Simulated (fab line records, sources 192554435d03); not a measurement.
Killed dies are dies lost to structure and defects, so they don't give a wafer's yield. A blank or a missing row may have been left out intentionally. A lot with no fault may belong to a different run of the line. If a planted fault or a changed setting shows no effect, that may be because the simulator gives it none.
Chamber matching / flow n5-finfet / N5_BEOL_M3_STRIP_36 on rie-diel-05: 4 sister chambers
The step strips in N2/H2. 4 wafers are shown with their chamber, then 7 later ones without.

== WAFERS WITH THEIR CHAMBER ==
wafer=L088.3; chamber=1; showerhead-plenum-p-Torr (Torr)=2.68
wafer=L088.6; chamber=2; showerhead-plenum-p-Torr (Torr)=2.41
wafer=L093.3; chamber=3; showerhead-plenum-p-Torr (Torr)=2.46
wafer=L093.5; chamber=0; showerhead-plenum-p-Torr (Torr)=2.63

== WAFERS WITH NO CHAMBER GIVEN ==
wafer=L093.6; showerhead-plenum-p-Torr (Torr)=2.68
wafer=L096.1; showerhead-plenum-p-Torr (Torr)=2.40
wafer=L096.2; showerhead-plenum-p-Torr (Torr)=2.63
wafer=L096.4; showerhead-plenum-p-Torr (Torr)=2.67
wafer=L097.3; showerhead-plenum-p-Torr (Torr)=2.40
wafer=L097.5; showerhead-plenum-p-Torr (Torr)=2.63
wafer=L097.6; showerhead-plenum-p-Torr (Torr)=2.45

== EACH ONE'S CHAMBER ==
wafer=L093.6; from the rows above=1; in truth=1
wafer=L096.1; from the rows above=2; in truth=2
wafer=L096.2; from the rows above=0; in truth=0
wafer=L096.4; from the rows above=1; in truth=1
wafer=L097.3; from the rows above=2; in truth=2
wafer=L097.5; from the rows above=0; in truth=0
wafer=L097.6; from the rows above=3; in truth=3
Correct placement for 7 of the 7. Left unplaced by these rows: 0. Wrongly placed: 0.
How it was worked out, from the rows above alone: a wafer's distance from a chamber is the root of the sum, over the readings, of the square of ((its reading less the chamber's mean) divided by the reading's scatter). If the next closest chamber is less than 2 further off than the closest, the wafer can't be placed; otherwise it belongs to the closest. The mean given for a chamber averages the wafers shown for that chamber. The scatter (one wafer shown for each chamber): square how far every hidden wafer sits from the nearest shown wafer, average those squares and take the square root.
